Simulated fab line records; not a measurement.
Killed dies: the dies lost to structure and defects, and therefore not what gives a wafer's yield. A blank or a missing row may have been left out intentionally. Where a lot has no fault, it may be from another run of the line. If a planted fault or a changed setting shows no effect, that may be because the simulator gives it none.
Chamber matching :: flow nandHarc :: 4 sister chambers for NHARC_A_CONTACT_ETCH_91 on rieDiel-08
The step etches the open film in CH3F/O2, target depth 40 nm, time 85.7 s. 20 wafers are shown with their chamber, then 10 later ones without.

WAFERS PAIRED WITH THEIR CHAMBERS
wafer: L077.1
chamber: 2
showerheadPlenumPTorr (Torr): 2.60
rfVppV (V): 246.1
oesProductAu (a.u.): 0.936

wafer: L077.4
chamber: 1
showerheadPlenumPTorr (Torr): 2.40
rfVppV (V): 243.4
oesProductAu (a.u.): 0.905

wafer: L077.5
chamber: 1
showerheadPlenumPTorr (Torr): 2.40
rfVppV (V): 243.3
oesProductAu (a.u.): 0.912

wafer: L084.1
chamber: 1
showerheadPlenumPTorr (Torr): 2.40
rfVppV (V): 243.1
oesProductAu (a.u.): 0.912

wafer: L084.3
chamber: 0
showerheadPlenumPTorr (Torr): 2.37
rfVppV (V): 242.8
oesProductAu (a.u.): 0.942

wafer: L084.4
chamber: 2
showerheadPlenumPTorr (Torr): 2.60
rfVppV (V): 247.5
oesProductAu (a.u.): 0.916

wafer: L088.1
chamber: 3
showerheadPlenumPTorr (Torr): 2.34
rfVppV (V): 243.6
oesProductAu (a.u.): 1.002

wafer: L088.3
chamber: 0
showerheadPlenumPTorr (Torr): 2.37
rfVppV (V): 242.3
oesProductAu (a.u.): 1.004

wafer: L088.6
chamber: 1
showerheadPlenumPTorr (Torr): 2.39
rfVppV (V): 243.0
oesProductAu (a.u.): 0.976

wafer: L087.2
chamber: 1
showerheadPlenumPTorr (Torr): 2.40
rfVppV (V): 244.1
oesProductAu (a.u.): 0.978

wafer: L087.4
chamber: 0
showerheadPlenumPTorr (Torr): 2.37
rfVppV (V): 243.2
oesProductAu (a.u.): 0.992

wafer: L087.5
chamber: 3
showerheadPlenumPTorr (Torr): 2.34
rfVppV (V): 242.2
oesProductAu (a.u.): 1.001

wafer: L091.3
chamber: 2
showerheadPlenumPTorr (Torr): 2.59
rfVppV (V): 246.2
oesProductAu (a.u.): 0.917

wafer: L091.4
chamber: 3
showerheadPlenumPTorr (Torr): 2.34
rfVppV (V): 243.0
oesProductAu (a.u.): 0.921

wafer: L091.5
chamber: 3
showerheadPlenumPTorr (Torr): 2.34
rfVppV (V): 242.9
oesProductAu (a.u.): 0.921

wafer: L090.1
chamber: 0
showerheadPlenumPTorr (Torr): 2.37
rfVppV (V): 243.4
oesProductAu (a.u.): 0.934

wafer: L090.4
chamber: 1
showerheadPlenumPTorr (Torr): 2.39
rfVppV (V): 243.2
oesProductAu (a.u.): 0.916

wafer: L090.5
chamber: 3
showerheadPlenumPTorr (Torr): 2.34
rfVppV (V): 243.6
oesProductAu (a.u.): 0.931

wafer: L094.1
chamber: 0
showerheadPlenumPTorr (Torr): 2.37
rfVppV (V): 243.4
oesProductAu (a.u.): 0.937

wafer: L094.3
chamber: 3
showerheadPlenumPTorr (Torr): 2.34
rfVppV (V): 243.2
oesProductAu (a.u.): 0.925

SIGNATURES, as means of the wafers listed above
reading: showerheadPlenumPTorr
chamber 0: 2.3700
chamber 1: 2.3967
chamber 2: 2.5967
chamber 3: 2.3400
scatter within a chamber: 0.00354

reading: rfVppV
chamber 0: 243.020
chamber 1: 243.350
chamber 2: 246.600
chamber 3: 243.083
scatter within a chamber: 0.515

reading: oesProductAu
chamber 0: 0.96180
chamber 1: 0.93317
chamber 2: 0.92300
chamber 3: 0.95017
scatter within a chamber: 0.034
Rule: for each reading, subtract the chamber's mean from the wafer's reading, divide by that reading's scatter and square the result; add these up over the readings and take the root, which gives the wafer's distance from the chamber. The wafer belongs to the nearest chamber; if the next one is less than 2 further off, it can't be placed. The scatter: take each reading less its chamber's mean, square it, sum over the shown wafers, divide by the number of wafers less the number of chambers, and take the root.

WAFERS WHOSE CHAMBER IS MISSING
wafer: L094.6
showerheadPlenumPTorr (Torr): 2.39
rfVppV (V): 242.6
oesProductAu (a.u.): 0.914

wafer: L097.1
showerheadPlenumPTorr (Torr): 2.37
rfVppV (V): 243.4
oesProductAu (a.u.): 0.940

wafer: L097.2
showerheadPlenumPTorr (Torr): 2.39
rfVppV (V): 242.0
oesProductAu (a.u.): 0.929

wafer: L097.6
showerheadPlenumPTorr (Torr): 2.36
rfVppV (V): 242.2
oesProductAu (a.u.): 0.935

wafer: L095.1
showerheadPlenumPTorr (Torr): 2.34
rfVppV (V): 243.0
oesProductAu (a.u.): 0.938

wafer: L095.3
showerheadPlenumPTorr (Torr): 2.59
rfVppV (V): 246.2
oesProductAu (a.u.): 0.938

wafer: L095.5
showerheadPlenumPTorr (Torr): 2.59
rfVppV (V): 246.0
oesProductAu (a.u.): 0.937

wafer: L096.2
showerheadPlenumPTorr (Torr): 2.39
rfVppV (V): 244.0
oesProductAu (a.u.): 0.926

wafer: L096.4
showerheadPlenumPTorr (Torr): 2.36
rfVppV (V): 242.0
oesProductAu (a.u.): 0.941

wafer: L096.5
showerheadPlenumPTorr (Torr): 2.59
rfVppV (V): 246.2
oesProductAu (a.u.): 0.925

CHAMBER TAKEN BY EACH
wafer: L094.6
from the rows above: 1
in truth: 1

wafer: L097.1
from the rows above: 0
in truth: 0

wafer: L097.2
from the rows above: 1
in truth: 1

wafer: L097.6
from the rows above: 0
in truth: 0

wafer: L095.1
from the rows above: 3
in truth: 3

wafer: L095.3
from the rows above: 2
in truth: 2

wafer: L095.5
from the rows above: 2
in truth: 2

wafer: L096.2
from the rows above: 1
in truth: 1

wafer: L096.4
from the rows above: 0
in truth: 0

wafer: L096.5
from the rows above: 2
in truth: 2
10 of 10 placed correctly. Can't be placed from these rows: 0. Number placed wrongly: 0.
